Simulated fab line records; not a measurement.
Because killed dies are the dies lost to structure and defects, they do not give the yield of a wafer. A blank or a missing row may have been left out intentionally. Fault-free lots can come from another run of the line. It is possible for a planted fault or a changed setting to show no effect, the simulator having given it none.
One fault seen from 2 desks / flow n5Finfet / every desk sees just its own numbers, and what lay behind them comes last

## METROLOGY DESK
What the gauges read, lot by lot, whatever tool the lot ran on: means of the sampled wafers that have a number. Marked OUT: a lot whose mean sits more than 4 standard deviations from the usual mean, which makes it out of limits; the brackets give that distance. Only the readings that lie furthest out on some lot appear, 7 of the 10 it has.
Columns: A = DIBL_N at N5_BEOL_M4_RC_MEAS_101, usual 36.3 mV/V; B = DIBL_P at N5_BEOL_M4_RC_MEAS_101, usual 36.5 mV/V; C = ION_N at N5_BEOL_M4_RC_MEAS_101, usual 676 uA/um; D = ION_P at N5_BEOL_M4_RC_MEAS_101, usual 464 uA/um; E = SS_N at N5_BEOL_M4_RC_MEAS_101, usual 71.5 mV/dec; F = SS_P at N5_BEOL_M4_RC_MEAS_101, usual 73.3 mV/dec; G = VT_P at N5_BEOL_M4_RC_MEAS_101, usual -250 mV
lot=L929; first seen here=day 9 14:13; A=37.5; B=37.8; C=686; D=469; E=71.8; F=73.7; G=-250
lot=L943; first seen here=day 12 19:05; A=37.4; B=36.1; C=685; D=471; E=71.8; F=72.8; G=-247
lot=L942; first seen here=day 12 23:23; A=38.5; B=38.5; C=678; D=467; E=71.6; F=73.7; G=-249
lot=L946; first seen here=day 13 21:14; A=36.1; B=36.4; C=675; D=462; E=71.1; F=73.5; G=-252
lot=L947; first seen here=day 14 04:36; A=35.3; B=36.0; C=676; D=470; E=71.3; F=73.7; G=-249
lot=L948; first seen here=day 14 08:38; A=36.9; B=36.0; C=688; D=467; E=71.9; F=74.0; G=-247
Result from this desk: across the 6 lots, nothing is out of limits.

## TOOL OWNER'S DESK, pvdSputter-01
The tool's own readings at N5_BEOL_M0_SPUTTER_134 (material Cu, target thk 4 nm, time 7.37 s): means of the sampled wafers that have a number, for each lot that ran on this tool. Marked OUT: a lot whose mean sits more than 4 standard deviations from the usual mean, which makes it out of limits; the brackets give that distance.
Columns: A = chamberPressurePa at N5_BEOL_M0_SPUTTER_134, usual 0.07 Pa; B = chuckGasFlowSccm at N5_BEOL_M0_SPUTTER_134, usual 1.27 sccm; C = throttleValvePct at N5_BEOL_M0_SPUTTER_134, usual 30.1 %
lot=L929; first seen here=day 6 21:19; A=0.07; B=1.28; C=30.6
lot=L946; first seen here=day 11 02:22; A=0.07; B=1.30; C=30.4
lot=L947; first seen here=day 11 10:53; A=0.07; B=1.31; C=29.7
Result from this desk: across the 3 lots, nothing is out of limits.

## ALL TOGETHER
From the metrology desk's view, nothing was out of limits.
The tool owner's desk saw nothing out of limits.

## WHAT HAD BEEN PUT IN BY THE SIMULATOR
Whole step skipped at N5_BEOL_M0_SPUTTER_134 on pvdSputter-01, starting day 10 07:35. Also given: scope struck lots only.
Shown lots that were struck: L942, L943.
